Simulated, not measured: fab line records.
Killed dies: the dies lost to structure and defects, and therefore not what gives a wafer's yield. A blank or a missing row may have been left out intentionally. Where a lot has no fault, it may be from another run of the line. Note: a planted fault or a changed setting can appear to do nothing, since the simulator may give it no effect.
Chamber matching ; flow n5-finfet ; ald-metal-04 running N5_BEOL_M10_ALD_74: 4 sister chambers
The step deposits TaN, target thk 2 nm, pulse time 2 s, purge time 3 s. 24 wafers are shown with their chamber, then 12 later ones without.

WAFERS WITH THEIR CHAMBER
wafer;chamber;heater-power-w (W)
L078.2;0;428
L078.4;1;413
L078.5;3;412
L079.1;3;422
L079.2;2;443
L079.3;0;420
L079.4;1;410
L079.5;0;415
L079.6;3;426
L084.3;1;419
L084.5;1;409
L084.6;0;426
L087.1;1;413
L087.3;3;428
L087.6;0;419
L085.4;3;432
L085.5;3;425
L085.6;0;425
L089.1;0;428
L089.4;0;429
L089.6;1;422
L091.4;3;418
L091.5;1;406
L091.6;0;427

SIGNATURES (averages over the wafers above)
reading;chamber 0;chamber 1;chamber 2;chamber 3;scatter within a chamber
heater-power-w;424.11;413.14;443.00;423.29;5.7
Rule: distance of a wafer from a chamber = root of the sum over the readings of ((wafer's reading minus chamber's mean) / reading's scatter) squared. The wafer belongs to the nearest chamber; if the next one is less than 2 further off, it can't be placed. How the scatter is found: for the shown wafers, subtract from each reading the mean of its chamber, square and add these, divide the total by (wafers less chambers), then take the root.

WAFERS WITHOUT THEIR CHAMBER
wafer;heater-power-w (W)
L092.1;431
L092.2;407
L092.5;421
L090.2;464
L090.3;418
L090.4;406
L093.2;452
L093.4;411
L093.5;462
L094.2;429
L094.4;456
L094.5;419

WHICH CHAMBER EACH WENT THROUGH
wafer;from the rows above;in truth
L092.1;can't be placed: 0 or 3 or 2 or 1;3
L092.2;can't be placed: 1 or 3 or 0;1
L092.5;can't be placed: 3 or 0 or 1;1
L090.2;2;2
L090.3;can't be placed: 1 or 3 or 0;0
L090.4;can't be placed: 1 or 3 or 0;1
L093.2;2;2
L093.4;can't be placed: 1 or 3 or 0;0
L093.5;2;2
L094.2;can't be placed: 0 or 3 or 2 or 1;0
L094.4;2;2
L094.5;can't be placed: 3 or 0 or 1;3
Correct placement for 4 of the 12. Cannot be placed on the basis of these rows: 8; the candidates contain the true chamber in 8. Wrongly placed: 0.
